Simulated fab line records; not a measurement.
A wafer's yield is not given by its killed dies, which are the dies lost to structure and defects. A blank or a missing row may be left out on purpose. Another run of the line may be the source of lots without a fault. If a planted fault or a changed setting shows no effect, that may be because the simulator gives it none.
fab line records	flow n5-finfet
[record] lots = 12	wafers = 34	last-day = 18
route steps=1938 shown HKMG_FIN@420
lots untouched by any fault: they come from a run of this same line in which no faults occurred
start-h: the number of hours between the record's first day and the start of the first shown wafer of the lot	wait-h: time in hours since the lot's previous step	" identical to the entry in the row above	L1.1+2: a row that stands for several wafers	- no value, or no start given	* or withheld: withheld	< > ~ a bound
route shown NAME@n: NAME is a module with steps in the file, n the number in the route of the first one	usual: average and standard deviation across the fault-free wafers	same: alike in all rows	chamber/n: place in a boat	sites: each site's reading	_std_site: standard deviation of those values	_edge_site: mean of outer sites minus mean of inner sites	radius-mm: for every site, how far away it sits from the centre of the wafer	mask NAME#n: copy n	behind: the last tool/chamber to shape the wafer	hold: cause of the lot's hold/its duration in hours/its outcome	device: the n, p or np transistor that did not switch	end of line: the route-end tests of the same wafers	a step given without rows: its recipe and nothing more	killed: the dies lost at the first sort to structure and to defects; this is not the yield of the wafer	map: shows each die of a wafer: x if killed, . if not, _ if none is there
set.NAME: setting as actually run; set.NAME@STEP: the setting as run at that earlier step	model.NAME: the simulator's own value behind a step, which no gauge read
route steps across a sampled set of lots; one table per step, one row per wafer
services: when a tool's chamber went out of use (start-h, in hours from the record's first day, below 0 if earlier), for how many hours, and the reason
[[steps]]
[step N5_HKMG_FIN_THK_MEAS_70]
[recipe] thk-meas-gauge = xrf	reads = HfO2_of_HKMG_FIN_HK_ALD_01
[usual] HK_THK = 1.589/0.022
lot.wafer	tool	chamber	start-h	wait-h	HK_THK[nm]
L140.1	film-metro-02	-	80.17	0.2	1.569
L140.6	"	-	"	"	1.563
L141.2	film-metro-02	-	84.14	0.2	1.595
L141.5	"	-	"	"	1.588
L141.6	"	-	"	"	1.553
L145.3	film-metro-02	-	113.70	0.2	1.598
L145.4	"	-	"	"	1.575
L145.5	"	-	"	"	1.611
L146.1	film-metro-02	-	117.07	0.2	1.604
L146.5	"	-	"	"	1.598
L146.6	"	-	"	"	1.564
L153.1	film-metro-02	-	156.61	0.2	1.589
L153.2	"	-	"	"	1.573
L153.5	"	-	"	"	1.617
L155.1	film-metro-02	-	180.63	0.2	1.585
L155.2	"	-	"	"	1.573
L155.3	"	-	"	"	1.573
L156.1	film-metro-02	-	182.29	0.2	1.627
L156.6	"	-	"	"	1.522
L157.1	film-metro-02	-	185.65	0.2	1.589
L157.4	"	-	"	"	1.597
L157.6	"	-	"	"	1.642
L159.1	film-metro-01	-	197.02	0.2	1.586
L159.2	"	-	"	"	1.585
L159.5	"	-	"	"	1.564
L158.3	film-metro-01	-	197.75	0.2	1.582
L158.4	"	-	"	"	1.564
L158.5	"	-	"	"	1.579
L160.1	film-metro-01	-	203.54	0.2	1.577
L160.2	"	-	"	"	1.601
L160.5	"	-	"	"	1.537
L162.1	film-metro-01	-	216.52	0.2	1.569
L162.3	"	-	"	"	1.570
L162.5	"	-	"	"	1.578
[step N5_HKMG_FIN_ALD_91]
[recipe] material = TiN	target-thk-a = 10	temp-c = 400	ald-precursor-family = TiCl4	ald-co-reactant = NH3	pulse-time-s = 1	purge-time-s = 3	co-reactant-purge-time-s = 2	co-reactant-pulse-time-s = 2	ald-cycles = 47	pressure-torr = 3
[usual] ald-cycles = 47/0	heater-power-w = 882/51	precursor-pulse-height-rel = 1.000/0.019
lot.wafer	tool	chamber	start-h	wait-h	ald-cycles	heater-power-w	precursor-pulse-height-rel
L140.1	ald-metal-03	1	82.13	0.3	47	889	0.957
L140.6	"	2	"	"	47	876	0.982
L141.2	ald-metal-04	3	86.08	0.3	47	963	1.016
L141.5	"	1	"	"	47	908	0.983
L141.6	"	0	"	"	47	860	0.981
L145.3	ald-metal-03	1	115.64	0.1	51	883	0.980
L145.4	"	3	"	"	51	857	0.999
L145.5	"	3	"	"	51	849	0.976
L146.1	ald-metal-03	2	119.01	0.3	51	913	0.981
L146.5	"	3	"	"	51	854	1.008
L146.6	"	2	"	"	51	896	0.965
L153.1	ald-metal-04	0	158.57	0.3	47	832	0.971
L153.2	"	2	"	"	47	871	0.992
L153.5	"	0	"	"	47	842	1.026
L155.1	ald-metal-03	3	182.50	0.3	47	846	1.003
L155.2	"	0	"	"	47	838	0.982
L155.3	"	1	"	"	47	863	0.998
L156.1	ald-metal-04	0	184.33	0.3	47	817	0.973
L156.6	"	2	"	"	47	856	0.999
L157.1	ald-metal-03	1	187.61	0.3	47	869	1.009
L157.4	"	2	"	"	47	923	0.982
L157.6	"	0	"	"	47	815	1.019
L159.1	ald-metal-02	0	198.96	0.3	47	977	0.999
L159.2	"	1	"	"	47	911	0.994
L159.5	"	1	"	"	47	931	1.005
L158.3	ald-metal-03	1	199.57	0.1	47	891	1.010
L158.4	"	3	"	"	47	860	1.009
L158.5	"	3	"	"	47	860	0.997
L160.1	ald-metal-03	2	205.52	0.3	47	901	1.020
L160.2	"	0	"	"	47	842	1.012
L160.5	"	0	"	"	47	827	1.015
L162.1	ald-metal-03	3	218.46	0.3	47	852	0.997
L162.3	"	0	"	"	47	840	0.988
L162.5	"	1	"	"	47	907	0.965
[step N5_HKMG_FIN_ETCH_86]
[recipe] chemistry = N2/H2	target = SOC	target-depth-a = 3932	stop-on = TiN	ion-energy-ev = 100	bias-w = 61	pressure-mtorr = 30	source-w = 850	n2-flow-sccm = 200	h2-flow-sccm = 200
[usual] drypump-motor-current-A = 5.9/0.49	oes-product-au = 0.79/0.078	rf-vpp-V = 241.5/1.3	showerhead-plenum-p-Torr = 2.61/0.084	throttle-valve-pct = 17.7/0.31
lot.wafer	tool	chamber	start-h	wait-h	drypump-motor-current-A	oes-product-au	rf-hours-counter-h	rf-vpp-V	showerhead-plenum-p-Torr	throttle-valve-pct
L140.1	rie-diel-04	1	82.47	-	5.8	0.70	195	240.8	2.64	17.7
L140.6	"	1	"	"	5.8	0.71	-	240.2	2.64	17.8
L141.2	rie-diel-06	0	86.42	-	6.3	0.74	168	241.8	2.65	18.1
L141.5	"	1	"	"	6.5	0.89	-	242.2	2.69	17.5
L141.6	"	0	"	"	6.3	0.74	-	241.5	2.65	18.1
L145.3	rie-diel-04	0	115.98	-	5.0	0.89	30	241.7	2.45	17.6
L145.4	"	1	"	"	5.8	0.70	208	241.3	2.64	17.8
L145.5	"	2	"	"	6.3	0.82	-	243.3	2.72	17.9
L146.1	rie-diel-05	3	119.35	-	5.8	0.72	197	242.9	2.61	17.2
L146.5	"	2	"	"	5.4	0.84	-	241.5	2.48	17.5
L146.6	"	1	"	"	5.9	0.75	-	244.0	2.66	18.2
L153.1	rie-diel-06	0	158.91	-	6.4	0.72	195	241.3	2.64	18.2
L153.2	"	1	"	"	6.5	0.84	43	241.7	2.68	17.5
L153.5	"	1	"	"	6.5	0.84	-	241.5	2.68	17.5
L155.1	rie-diel-05	1	182.84	-	5.8	0.74	149	242.7	2.65	18.3
L155.2	"	0	"	"	6.2	0.88	32	242.7	2.67	17.3
L155.3	"	3	"	"	5.8	0.71	219	242.4	2.60	17.3
L156.1	rie-diel-05	1	184.70	-	5.8	0.73	150	243.6	2.65	18.2
L156.6	"	2	"	"	5.4	0.83	-	240.3	2.48	17.5
L157.1	rie-diel-06	3	188.11	-	5.0	0.74	177	241.3	2.66	17.9
L157.4	"	2	"	"	5.9	0.96	4	241.3	2.47	17.2
L157.6	"	1	"	"	6.5	0.82	-	241.9	2.68	17.6
L159.1	rie-diel-05	1	199.35	-	5.8	0.73	155	241.6	2.65	18.2
L159.2	"	0	"	"	6.2	0.86	38	240.8	2.67	17.3
L159.5	"	3	"	"	5.9	0.70	-	241.2	2.59	17.3
L158.3	rie-diel-06	1	199.90	-	6.5	0.82	55	242.6	2.68	17.6
L158.4	"	2	"	"	5.9	0.94	7	240.3	2.47	17.2
L158.5	"	3	"	"	5.0	0.74	-	240.3	2.65	18.0
L160.1	rie-diel-04	2	205.86	-	6.3	0.79	98	241.9	2.70	18.0
L160.2	"	3	"	"	6.2	0.82	87	241.4	2.59	17.7
L160.5	"	2	"	"	6.3	0.79	-	241.7	2.70	18.0
L162.1	rie-diel-05	3	218.80	-	5.8	0.70	231	242.3	2.59	17.3
L162.3	"	0	"	"	6.2	0.84	44	242.9	2.67	17.3
L162.5	"	0	"	"	6.2	0.85	-	242.8	2.67	17.3
[step N5_HKMG_FIN_ETCHBACK_68]
[recipe] chemistry = Cl2/Ar	stop-on = HfO2	target-depth-a = 5	pressure-mtorr = 10	icp-w = 600	bias-w = 60	Cl2_flow_sccm = 40	Ar_flow_sccm = 60
[usual] drypump-motor-current-A = 5.9/0.36	he-backside-leak-sccm = 3.54/0.15	oes-product-au = 0.74/0.074	throttle-valve-pct = 20.8/0.43
lot.wafer	tool	chamber	start-h	wait-h	drypump-motor-current-A	he-backside-leak-sccm	oes-product-au	rf-hours-counter-h	throttle-valve-pct
L140.1	rie-metal-03	0	83.76	0.0	6.2	3.42	0.82	26	21.2
L140.6	"	1	"	"	6.4	3.42	0.72	-	20.1
L141.2	rie-metal-01	1	87.71	0.0	5.4	3.64	0.82	18	20.5
L141.5	"	0	"	"	5.7	3.54	0.67	-	21.0
L141.6	"	1	"	"	5.5	3.76	0.82	-	20.5
L145.3	rie-metal-02	1	117.31	0.1	5.5	3.54	0.78	-	20.9
L145.4	"	0	"	"	5.8	3.45	0.58	-	21.2
L145.5	"	0	"	"	5.8	3.42	0.58	-	21.2
L146.1	rie-metal-02	1	120.67	0.0	5.5	3.59	0.78	44	20.8
L146.5	"	0	"	"	5.8	3.29	0.58	-	21.2
L146.6	"	1	"	"	5.5	3.30	0.78	-	20.9
L153.1	rie-metal-01	1	160.43	0.0	5.5	3.63	0.73	26	20.6
L153.2	"	0	"	"	5.7	3.63	0.66	98	21.0
L153.5	"	1	"	"	5.5	3.64	0.79	-	20.5
L155.1	rie-metal-03	1	184.19	0.0	6.4	3.31	0.64	68	20.2
L155.2	"	0	"	"	6.2	3.65	0.79	34	21.3
L155.3	"	1	"	"	6.4	3.14	0.71	-	20.1
L156.1	rie-metal-03	0	186.14	0.0	6.2	3.60	0.78	34	21.3
L156.6	"	0	"	"	6.2	3.63	0.78	-	21.3
L157.1	rie-metal-01	0	189.49	0.0	5.7	3.61	0.65	100	21.1
L157.4	"	1	"	"	5.5	3.44	0.79	-	20.5
L157.6	"	1	"	"	5.5	3.64	0.78	-	20.5
L159.1	rie-metal-03	0	200.76	0.0	6.1	3.66	0.78	35	21.3
L159.2	"	1	"	"	6.4	3.29	0.70	69	20.1
L159.5	"	0	"	"	6.2	3.61	0.78	-	21.3
L158.3	rie-metal-02	1	201.23	0.1	5.5	3.85	0.76	-	20.9
L158.4	"	0	"	"	5.8	3.23	0.89	-	20.6
L158.5	"	0	"	"	5.8	3.30	0.89	-	20.6
L160.1	rie-metal-01	1	207.19	0.0	5.5	3.65	0.67	29	20.7
L160.2	"	0	"	"	5.7	3.74	0.65	101	21.1
L160.5	"	0	"	"	5.7	3.68	0.65	-	21.0
L162.1	rie-metal-02	0	220.09	0.0	5.8	3.13	0.87	4	20.6
L162.3	"	0	"	"	5.8	3.19	0.88	-	20.6
L162.5	"	0	"	"	5.8	3.09	0.88	-	20.6
[[services]]
tool	chamber	start-h	hours	kind
rie-diel-06	2	59.96	2.2	repair
ald-metal-04	3	63.34	7.0	repair
rie-diel-04	1	65.80	6.9	repair
rie-diel-05	0	73.10	-	clean
rie-diel-05	0	73.10	-	consumable-replace:focus-ring
rie-diel-05	0	73.10	-	consumable-replace:showerhead
rie-diel-05	0	73.10	18.2	scheduled-down
rie-diel-05	0	73.10	18.2	vent-cycle
ald-metal-04	-	112.18	0.4	repair
rie-diel-05	2	133.03	8.9	repair
rie-diel-04	-	137.93	0.3	repair
rie-diel-06	2	146.63	-	clean
rie-diel-06	2	146.63	18.4	scheduled-down
rie-diel-06	2	146.63	18.4	vent-cycle
ald-metal-02	3	147.77	19.4	repair
ald-metal-03	0	155.29	8.0	repair
rie-metal-02	0	158.28	-	clean
rie-metal-02	0	158.28	14.7	scheduled-down
rie-metal-03	-	160.04	0.6	repair
rie-metal-01	-	164.81	0.4	repair
ald-metal-04	1	173.83	34.1	repair
rie-diel-06	-	176.36	0.6	repair
ald-metal-03	2	207.00	205.9	repair
rie-metal-03	1	218.36	1.4	repair
[[key]]
[first-sign] step = N5_HKMG_FIN_ALD_91	reading = ald-cycles	direction = up	sigmas = 99+	usual = *	struck = *
effect none on later readings
met-at N5_HKMG_FIN_ALD_91
struck-lots L145,L146
tester-left-out L145,L146
not-acting-at N5_HKMG_FIN_THK_MEAS_70,N5_HKMG_FIN_ETCH_86,N5_HKMG_FIN_ETCHBACK_68
onset-between 82.13 115.64
[fault] kind = process-parameter-drift	tool = ald-metal-03	chamber = -	onset-h = 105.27	steps = N5_HKMG_FIN_ALD_91	channel = ald-cycles	offset = *	shape = step	end-h = 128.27	acts-in = *	stated = *
// tester-left-out: of these lots the tester's yield and bins aren't shown, on N5 and GAA mostly nor the transistor test; their killed dies are dies lost to structure and defects alone, not to doping, threshold or leakage, so they don't give the yield
